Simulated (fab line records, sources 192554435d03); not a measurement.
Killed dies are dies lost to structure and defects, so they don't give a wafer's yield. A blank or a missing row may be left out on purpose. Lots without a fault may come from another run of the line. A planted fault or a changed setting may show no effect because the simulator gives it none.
Chamber matching | flow n5_finfet | N5_BEOL_M9_ETCH_65 on rie_diel-03: 4 sister chambers
The step etches SiARC in CF4, target depth 15.6 nm, time 26 s. 4 wafers are shown with their chamber, then 9 later ones without.

WAFERS WITH THEIR CHAMBER
wafer  | chamber | showerhead_plenum_p_Torr (Torr)
L084.1 | 3       | 2.21
L084.3 | 0       | 2.09
L084.5 | 2       | 2.19
L084.6 | 1       | 2.13

WAFERS WITHOUT THEIR CHAMBER
wafer  | showerhead_plenum_p_Torr (Torr)
L085.2 | 2.21
L085.4 | 2.09
L085.6 | 2.21
L093.2 | 2.13
L093.5 | 2.18
L093.6 | 2.21
L096.3 | 2.18
L096.5 | 2.21
L096.6 | 2.08

WHICH CHAMBER EACH WENT THROUGH
wafer  | from the rows above | in truth
L085.2 | 3                   | 3
L085.4 | 0                   | 0
L085.6 | 3                   | 3
L093.2 | 1                   | 1
L093.5 | 2                   | 2
L093.6 | 3                   | 3
L096.3 | 2                   | 2
L096.5 | 3                   | 3
L096.6 | 0                   | 0
Placed correctly: 9 of 9. Can't be placed from these rows: 0. Placed wrongly: 0.
How it was worked out, from the rows above alone: a wafer's distance from a chamber is the root of the sum, over the readings, of the square of ((its reading less the chamber's mean) divided by the reading's scatter). The wafer belongs to the nearest chamber; if the next one is less than 2 further off, it can't be placed. A chamber's mean is the mean of its shown wafers. The scatter: with one shown wafer a chamber, the root of the mean of the squares of how far each hidden wafer lies from its nearest shown one.
